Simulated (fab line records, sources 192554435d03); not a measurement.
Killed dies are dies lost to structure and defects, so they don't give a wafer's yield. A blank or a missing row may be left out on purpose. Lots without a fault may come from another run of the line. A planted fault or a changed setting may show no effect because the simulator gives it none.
Chamber matching | flow n5_finfet | N5_BEOL_M4_CVD_47 on cvd_co-02: 3 sister chambers
The step deposits Co from CCTBA/H2, target thk 3 nm, time 223.8 s. 16 wafers are shown with their chamber, then 8 later ones without.

WAFERS WITH THEIR CHAMBER
wafer  | chamber | run_length_s (s) | chamber_pressure_Torr (Torr)
L331.2 | 0       | 247.1            | 30.06
L331.3 | 2       | 247.7            | 30.04
L331.5 | 2       | 247.3            | 30.11
L330.1 | 0       | 247.7            | 29.98
L330.2 | 1       | 246.8            | 29.91
L330.6 | 0       | 247.2            | 29.93
L333.3 | 0       | 246.8            | 29.92
L333.5 | 0       | 247.1            | 30.04
L335.2 | 1       | 246.5            | 29.98
L335.3 | 0       | 247.1            | 30.07
L336.2 | 0       | 246.8            | 29.99
L336.4 | 0       | 246.8            | 29.99
L344.1 | 1       | 246.8            | 29.97
L344.2 | 0       | 247.0            | 29.95
L344.3 | 2       | 247.0            | 29.98
L345.1 | 2       | 246.9            | 29.93

SIGNATURES (means of the wafers above)
reading               | chamber 0 | chamber 1 | chamber 2 | scatter within a chamber
run_length_s          | 247.067   | 246.700   | 247.225   | 0.289
chamber_pressure_Torr | 29.9922   | 29.9533   | 30.0150   | 0.0588
Rule: a wafer's distance from a chamber is the root of the sum, over the readings, of the square of ((its reading less the chamber's mean) divided by the reading's scatter). The wafer belongs to the nearest chamber; if the next one is less than 2 further off, it can't be placed. The scatter: the root of (the sum of the squares of (reading less its chamber's mean) over the shown wafers, divided by (wafers less chambers)).

WAFERS WITHOUT THEIR CHAMBER
wafer  | run_length_s (s) | chamber_pressure_Torr (Torr)
L345.4 | 246.8            | 30.06
L345.5 | 246.6            | 29.95
L346.3 | 247.2            | 29.85
L346.5 | 246.8            | 30.00
L346.6 | 246.9            | 30.02
L347.1 | 246.4            | 29.98
L347.5 | 247.3            | 30.09
L347.6 | 247.0            | 29.97

WHICH CHAMBER EACH WENT THROUGH
wafer  | from the rows above          | in truth
L345.4 | can't be placed: 0 or 2 or 1 | 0
L345.5 | can't be placed: 1 or 0      | 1
L346.3 | can't be placed: 0 or 1 or 2 | 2
L346.5 | can't be placed: 1 or 0 or 2 | 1
L346.6 | can't be placed: 0 or 2 or 1 | 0
L347.1 | can't be placed: 1 or 0 or 2 | 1
L347.5 | can't be placed: 2 or 0 or 1 | 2
L347.6 | can't be placed: 0 or 1 or 2 | 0
Placed correctly: 0 of 8. Can't be placed from these rows: 8 (the true chamber is among the candidates in 8). Placed wrongly: 0.
